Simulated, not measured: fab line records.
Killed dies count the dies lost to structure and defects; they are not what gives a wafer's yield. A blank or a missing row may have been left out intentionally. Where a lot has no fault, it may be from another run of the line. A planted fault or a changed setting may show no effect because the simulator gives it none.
Which tool did it?	flow nand-harc	Sampling: 24 lots, 72 wafers, 6 of 1302 route steps

WHAT THE GAUGES SHOWED, per wafer
The record holds no reading of a measuring or inspecting step that can be judged against a usual standard deviation.

TOOL THAT RAN EACH LOT (tool first, then ch and the chambers of the sampled wafers, then the start)
lot	NHARC_A_DECK1_JOINT_CMP_02	NHARC_A_CHANNEL_HOLE_D2_DEP_01	NHARC_A_CHANNEL_HOLE_D2_ETCH_19	NHARC_A_CHANNEL_HOLE_D2_ETCH_24	NHARC_A_CHANNEL_FILL_D2_ALD_25	NHARC_A_STAIRCASE_DESCUM_11
L075	cmp-03 ch 1,2, day 12 15:58	pecvd-03 ch 0,1, day 13 09:54	har-etch-02 ch 0, day 13 14:19	har-etch-02 ch 0, day 13 16:32	ald-hk-04 ch 0,1,2, day 15 08:19	rie-diel-11 ch 1,2, day 15 21:11
L076	cmp-02 ch 1,2,3, day 12 16:01	pecvd-03 ch 0,1, day 13 08:16	har-etch-01 ch 0,1, day 13 10:12	har-etch-01 ch 0,1, day 13 12:20	ald-hk-03 ch 0,1,3, day 15 05:58	rie-diel-08 ch 1,2,3, day 15 21:22
L074	cmp-02 ch 0,1,3, day 13 02:45	pecvd-02 ch 0,1, day 13 20:41	har-etch-02 ch 0,1, day 13 22:59	har-etch-02 ch 0,1, day 14 01:20	ald-hk-03 ch 1,2, day 15 16:46	rie-diel-01 ch 0,2,3, day 16 07:30
L077	cmp-04 ch 0,1,3, day 13 12:56	pecvd-03 ch 2, day 14 08:00	har-etch-01 ch 0,1, day 14 10:10	har-etch-01 ch 0,1, day 14 12:24	ald-hk-03 ch 1,2,3, day 16 05:28	rie-diel-11 ch 1,3, day 16 19:58
L078	cmp-02 ch 1,2,3, day 13 12:56	pecvd-04 ch 0,1, day 14 07:28	har-etch-02 ch 0,1, day 14 09:36	har-etch-02 ch 0,1, day 14 11:43	ald-hk-04 ch 0,1,2, day 16 04:52	rie-diel-01 ch 0,1,2, day 16 20:11
L080	cmp-03 ch 0,1,2, day 14 14:39	pecvd-02 ch 0,1, day 15 06:19	har-etch-01 ch 0,1, day 15 08:49	har-etch-01 ch 0,1, day 15 10:57	ald-hk-02 ch 1,2,3, day 17 02:15	rie-diel-11 ch 0,2,3, day 17 17:06
L079	cmp-04 ch 0,1, day 14 14:41	pecvd-03 ch 0,1,2, day 15 06:25	har-etch-02 ch 0,1, day 15 09:13	har-etch-02 ch 0,1, day 15 11:20	ald-hk-04 ch 1,2,3, day 17 05:58	rie-diel-11 ch 2,3, day 17 21:03
L081	cmp-04 ch 0,1,3, day 15 23:03	pecvd-03 ch 0,1,2, day 16 20:38	har-etch-01 ch 0,1, day 17 05:45	har-etch-01 ch 0,1, day 17 07:54	ald-hk-03 ch 0,2,3, day 19 00:22	rie-diel-11 ch 1,2,3, day 19 14:26
L082	cmp-02 ch 1,2,3, day 15 23:06	pecvd-02 ch 1,2, day 16 18:44	har-etch-01 ch 0,1, day 16 21:29	har-etch-01 ch 0,1, day 16 23:43	ald-hk-04 ch 0,1, day 18 16:56	rie-diel-08 ch 0,1, day 19 07:31
L083	cmp-04 ch 0,1,3, day 15 23:49	pecvd-03 ch 0,1,2, day 16 21:20	har-etch-01 ch 0,1, day 17 09:58	har-etch-01 ch 0,1, day 17 12:13	ald-hk-03 ch 0,1,3, day 19 06:59	rie-diel-08 ch 0,2,3, day 19 22:40
L084	cmp-02 ch 0,1,2, day 15 23:54	pecvd-03 ch 0,1,2, day 16 19:25	har-etch-01 ch 1, day 17 01:37	har-etch-01 ch 1, day 17 03:52	ald-hk-02 ch 2,3, day 18 16:19	rie-diel-01 ch 1,2,3, day 19 07:56
L085	cmp-03 ch 0,2,3, day 16 17:14	pecvd-03 ch 0,1,2, day 17 14:38	har-etch-01 ch 0,1, day 17 22:08	har-etch-01 ch 0,1, day 18 00:30	ald-hk-02 ch 1,2, day 19 18:27	rie-diel-01 ch 1,2,3, day 20 09:22
L086	cmp-04 ch 0,1,3, day 17 08:16	pecvd-04 ch 1,2, day 18 01:11	har-etch-01 ch 0,1, day 18 03:11	har-etch-01 ch 0,1, day 18 05:20	ald-hk-04 ch 0,1,2, day 19 20:22	rie-diel-11 ch 0,1, day 20 10:16
L089	cmp-03 ch 2,3, day 18 05:12	pecvd-04 ch 0,1,2, day 18 23:40	har-etch-01 ch 0,1, day 19 04:02	har-etch-01 ch 0,1, day 19 06:17	ald-hk-04 ch 0,1,2, day 20 21:39	rie-diel-11 ch 0,2, day 21 12:42
L088	cmp-04 ch 0,3, day 18 05:12	pecvd-03 ch 0,1,2, day 18 21:49	har-etch-01 ch 0, day 18 23:52	har-etch-01 ch 0, day 19 01:59	ald-hk-03 ch 1,2, day 20 18:26	rie-diel-08 ch 0,1,2, day 21 09:05
L087	cmp-02 ch 0,1,3, day 18 05:15	pecvd-04 ch 1,2, day 18 21:48	har-etch-02 ch 0,1, day 19 00:02	har-etch-02 ch 0,1, day 19 02:16	ald-hk-02 ch 0,3, day 20 18:26	rie-diel-08 ch 0,2, day 21 09:22
L091	cmp-02 ch 0,1,3, day 19 05:14	pecvd-02 ch 0,1,2, day 19 21:52	har-etch-02 ch 0,1, day 19 23:58	har-etch-02 ch 0,1, day 20 02:07	ald-hk-03 ch 0,1,2, day 21 19:28	rie-diel-01 ch 0,1,2, day 22 09:42
L090	cmp-04 ch 1,2,3, day 19 06:08	pecvd-03 ch 0,1, day 19 21:25	har-etch-01 ch 0, day 19 23:29	har-etch-01 ch 0, day 20 01:44	ald-hk-04 ch 0,3, day 21 18:51	rie-diel-11 ch 0,2,3, day 22 09:32
L092	cmp-03 ch 0,1, day 19 10:48	pecvd-02 ch 0,1, day 20 02:53	har-etch-01 ch 0,1, day 20 04:53	har-etch-01 ch 0,1, day 20 07:13	ald-hk-02 ch 0,1,2, day 22 01:05	rie-diel-08 ch 0,2,3, day 22 15:25
L093	cmp-04 ch 1,2,3, day 20 00:35	pecvd-04 ch 0,2, day 20 19:27	har-etch-01 ch 0,1, day 21 02:02	har-etch-01 ch 0,1, day 21 04:16	ald-hk-02 ch 0,1,3, day 22 21:46	rie-diel-08 ch 0,2, day 23 12:17
L094	cmp-02 ch 1,2,3, day 20 11:20	pecvd-03 ch 0,1,2, day 21 03:42	har-etch-01 ch 0,1, day 21 06:11	har-etch-01 ch 0,1, day 21 08:19	ald-hk-04 ch 0,1,2, day 23 01:41	rie-diel-01 ch 1,2,3, day 23 16:33
L096	cmp-04 ch 0,1,3, day 21 15:12	pecvd-03 ch 0,1,2, day 22 11:05	har-etch-01 ch 0,1, day 22 13:03	har-etch-01 ch 0,1, day 22 15:11	ald-hk-04 ch 1,2,3, day 24 08:52	rie-diel-08 ch 0,2, day 25 00:11
L095	cmp-03 ch 1,2,3, day 21 15:15	pecvd-03 ch 1,2, day 22 13:00	har-etch-02 ch 0,1, day 22 15:06	har-etch-02 ch 0,1, day 22 17:28	ald-hk-04 ch 2,3, day 24 12:32	rie-diel-11 ch 2,3, day 25 05:43
L097	cmp-03 ch 1,2,3, day 21 20:46	pecvd-04 ch 0,1, day 22 15:41	har-etch-01 ch 0,1, day 22 17:37	har-etch-01 ch 0,1, day 22 19:44	ald-hk-02 ch 2,3, day 24 08:52	rie-diel-01 ch 1,2,3, day 24 23:49
- NHARC_A_DECK1_JOINT_CMP_02: polishes SiOx.
- NHARC_A_CHANNEL_HOLE_D2_DEP_01: deposits SiON, target thk 140 nm.
- NHARC_A_CHANNEL_HOLE_D2_ETCH_19: etches the open film in C4F8/O2/Ar, time 34.5 s.
- NHARC_A_CHANNEL_HOLE_D2_ETCH_24: etches the open film in C4F8/O2/Ar, time 906.2 s, target depth 1500 nm.
- NHARC_A_CHANNEL_FILL_D2_ALD_25: deposits SiOx, target thk 60 nm, pulse time 10 s, ald cycles 600.
- NHARC_A_STAIRCASE_DESCUM_11: chemistry O2, time 3 s.

WHAT THE TOOLS THEMSELVES READ (means of the sampled wafers that have a number; where no wafer has one, the mark that the record gives instead)
NHARC_A_DECK1_JOINT_CMP_02. Usual: edge-zone-pressure-frac 1.001, standard deviation 0.0049; motor-current-A 11.8 A, standard deviation 0.91; pad-life-wafers 183, standard deviation 100.
lot	tool	edge-zone-pressure-frac	motor-current-A (A)	pad-life-wafers	flag
L075	cmp-03	1.000	11.1	56	
L076	cmp-02	1.000	11.7	146	
L074	cmp-02	0.998	12.2	212	
L077	cmp-04	1.001	11.8	356	
L078	cmp-02	0.999	12.2	254	
L080	cmp-03	0.998	12.2	200	
L079	cmp-04	0.999	11.7	55	
L081	cmp-04	0.998	11.8	188	
L082	cmp-02	0.999	12.2	75	
L083	cmp-04	1.000	11.5	194	
L084	cmp-02	1.007	11.3	86	
L085	cmp-03	0.997	11.8	56	
L086	cmp-04	0.997	11.9	321	
L089	cmp-03	1.002	11.3	168	
L088	cmp-04	1.004	12.5	24	
L087	cmp-02	1.002	11.8	272	
L091	cmp-02	1.004	12.3	368	
L090	cmp-04	0.998	11.3	122	
L092	cmp-03	0.994	13.1	282	
L093	cmp-04	1.003	11.6	187	
L094	cmp-02	1.005	11.7	134	
L096	cmp-04	0.998	11.6	361	
L095	cmp-03	1.005	11.7	134	
L097	cmp-03	0.996	11.4	145	

NHARC_A_CHANNEL_HOLE_D2_DEP_01. Usual: heater-power-w reads 693 W (standard deviation 120).
lot	tool	heater-power-w (W)	flag
L075	pecvd-03	714	
L076	pecvd-03	780	
L074	pecvd-02	671	
L077	pecvd-03	558	
L078	pecvd-04	850	
L080	pecvd-02	632	
L079	pecvd-03	656	
L081	pecvd-03	656	
L082	pecvd-02	729	
L083	pecvd-03	661	
L084	pecvd-03	639	
L085	pecvd-03	675	
L086	pecvd-04	691	
L089	pecvd-04	765	
L088	pecvd-03	690	
L087	pecvd-04	666	
L091	pecvd-02	625	
L090	pecvd-03	762	
L092	pecvd-02	635	
L093	pecvd-04	689	
L094	pecvd-03	655	
L096	pecvd-03	685	
L095	pecvd-03	636	
L097	pecvd-04	846	

NHARC_A_CHANNEL_HOLE_D2_ETCH_19. Usual: drypump-motor-current-A 5.6 A, standard deviation 0.59; showerhead-plenum-p-Torr 3.57 Torr, standard deviation 0.15; throttle-valve-pct 37.037 %, standard deviation 0.0094.
lot	tool	drypump-motor-current-A (A)	showerhead-plenum-p-Torr (Torr)	throttle-valve-pct (%)	flag
L075	har-etch-02	5.7	3.52	37.029	
L076	har-etch-01	5.4	3.54	37.034	
L074	har-etch-02	5.6	3.52	37.034	
L077	har-etch-01	5.9	3.55	37.029	
L078	har-etch-02	5.6	3.53	37.040	
L080	har-etch-01	5.4	3.52	37.045	
L079	har-etch-02	5.6	3.51	37.044	
L081	har-etch-01	5.4	3.50	37.041	
L082	har-etch-01	5.9	3.54	37.041	
L083	har-etch-01	5.8	3.53	37.037	
L084	har-etch-01	4.9	3.48	37.042	
L085	har-etch-01	5.9	3.52	37.033	
L086	har-etch-01	5.4	3.49	37.035	
L089	har-etch-01	5.8	3.51	37.031	
L088	har-etch-01	6.3	3.54	37.039	
L087	har-etch-02	5.7	3.97	37.035	
L091	har-etch-02	5.6	3.96	37.034	
L090	har-etch-01	6.4	3.53	37.032	
L092	har-etch-01	5.4	3.48	37.037	
L093	har-etch-01	5.8	3.50	37.031	
L094	har-etch-01	5.9	3.50	37.031	
L096	har-etch-01	5.8	3.49	37.036	
L095	har-etch-02	5.6	3.94	37.031	
L097	har-etch-01	5.4	3.46	37.041	

NHARC_A_CHANNEL_HOLE_D2_ETCH_24. Usual: drypump-motor-current-A 5.6 A, standard deviation 0.59; showerhead-plenum-p-Torr 3.53 Torr, standard deviation 0.15; throttle-valve-pct 32.236 %, standard deviation 0.0093.
lot	tool	drypump-motor-current-A (A)	showerhead-plenum-p-Torr (Torr)	throttle-valve-pct (%)	flag
L075	har-etch-02	5.7	3.48	32.241	
L076	har-etch-01	5.4	3.49	32.231	
L074	har-etch-02	5.7	3.48	32.235	
L077	har-etch-01	5.9	3.52	32.234	
L078	har-etch-02	5.6	3.49	32.226	
L080	har-etch-01	5.4	3.48	32.234	
L079	har-etch-02	5.7	3.47	32.224	
L081	har-etch-01	5.4	3.46	32.239	
L082	har-etch-01	5.9	3.50	32.232	
L083	har-etch-01	5.9	3.49	32.229	
L084	har-etch-01	5.0	3.45	32.227	
L085	har-etch-01	5.9	3.49	32.237	
L086	har-etch-01	5.4	3.45	32.234	
L089	har-etch-01	5.9	3.48	32.242	
L088	har-etch-01	6.3	3.50	32.245	
L087	har-etch-02	5.7	3.91	32.238	
L091	har-etch-02	5.6	3.90	32.247	
L090	har-etch-01	6.4	3.49	32.235	
L092	har-etch-01	5.4	3.44	32.236	
L093	har-etch-01	5.8	3.46	32.241	
L094	har-etch-01	5.8	3.46	32.236	
L096	har-etch-01	5.9	3.46	32.237	
L095	har-etch-02	5.6	3.89	32.237	
L097	har-etch-01	5.4	3.42	32.235	

NHARC_A_CHANNEL_FILL_D2_ALD_25. Usual: heater-power-w 468 W, standard deviation 49; precursor-pulse-height-rel 0.999, standard deviation 0.021.
lot	tool	heater-power-w (W)	precursor-pulse-height-rel	flag
L075	ald-hk-04	439	0.993	
L076	ald-hk-03	447	0.989	
L074	ald-hk-03	475	1.009	
L077	ald-hk-03	475	1.007	
L078	ald-hk-04	438	0.976	
L080	ald-hk-02	461	1.001	
L079	ald-hk-04	479	1.009	
L081	ald-hk-03	463	1.006	
L082	ald-hk-04	422	0.997	
L083	ald-hk-03	446	0.992	
L084	ald-hk-02	446	1.008	
L085	ald-hk-02	477	1.000	
L086	ald-hk-04	434	1.012	
L089	ald-hk-04	434	1.012	
L088	ald-hk-03	489	1.001	
L087	ald-hk-02	455	1.006	
L091	ald-hk-03	456	1.016	
L090	ald-hk-04	449	0.994	
L092	ald-hk-02	498	1.002	
L093	ald-hk-02	484	1.000	
L094	ald-hk-04	433	1.024	
L096	ald-hk-04	487	1.002	
L095	ald-hk-04	521	0.983	
L097	ald-hk-02	446	0.976	

NHARC_A_STAIRCASE_DESCUM_11. Usual: drypump-motor-current-A 5.6 A, standard deviation 0.4; oes-product-au 1.005 a.u., standard deviation 0.0091; rf-vpp-V 57.7 V, standard deviation 0.89; showerhead-plenum-p-Torr 1.92 Torr, standard deviation 0.074; throttle-valve-pct 11.312 %, standard deviation 0.0095.
lot	tool	drypump-motor-current-A (A)	oes-product-au (a.u.)	rf-vpp-V (V)	showerhead-plenum-p-Torr (Torr)	throttle-valve-pct (%)	flag
L075	rie-diel-11	5.3	1.009	57.8	1.95	11.320	
L076	rie-diel-08	5.7	0.998	58.0	1.92	11.313	
L074	rie-diel-01	5.8	1.000	56.7	1.80	11.314	
L077	rie-diel-11	5.2	1.016	57.4	1.98	11.303	
L078	rie-diel-01	5.8	1.012	57.7	1.83	11.312	
L080	rie-diel-11	5.7	1.012	57.6	1.97	11.318	
L079	rie-diel-11	5.3	1.008	58.1	1.99	11.315	
L081	rie-diel-11	5.2	1.010	58.0	1.96	11.308	
L082	rie-diel-08	5.5	0.996	58.2	1.97	11.315	
L083	rie-diel-08	5.6	1.006	57.5	1.90	11.321	
L084	rie-diel-01	5.9	0.996	58.5	1.86	11.314	
L085	rie-diel-01	5.9	1.003	57.1	1.85	11.306	
L086	rie-diel-11	5.6	1.009	57.8	1.90	11.301	
L089	rie-diel-11	5.8	1.008	58.6	1.95	11.314	
L088	rie-diel-08	5.5	1.013	57.7	1.93	11.319	
L087	rie-diel-08	5.5	1.000	56.8	1.89	11.311	
L091	rie-diel-01	5.8	1.006	57.1	1.92	11.312	
L090	rie-diel-11	5.8	1.006	57.5	1.96	11.309	
L092	rie-diel-08	5.6	1.004	58.5	1.89	11.305	
L093	rie-diel-08	5.4	1.001	57.2	1.91	11.317	
L094	rie-diel-01	5.9	1.000	58.3	1.84	11.322	
L096	rie-diel-08	5.5	1.009	57.5	1.88	11.311	
L095	rie-diel-11	5.3	1.015	57.4	1.99	11.310	
L097	rie-diel-01	5.9	1.004	57.2	1.94	11.314	

THE ANSWER, worked out from the rows above alone
Rule: a lot counts as off when the mean over its wafers that have a number is more than 3 standard deviations away from the usual mean. Also off: a lot with no number at a reading for which 4 or more lots have one. Any other lot the step has rows for is counted as sound. After the gauges, taken in route order, come the tools' own readings; for these a lot's mean is taken, as printed above. The first step at which some lot is off is used, and at that step the reading that is off furthest; a lot without a number counts as furthest.
Nothing can be told from this: no lot is off at any reading shown.

WHAT THE SIMULATOR HAD PUT IN
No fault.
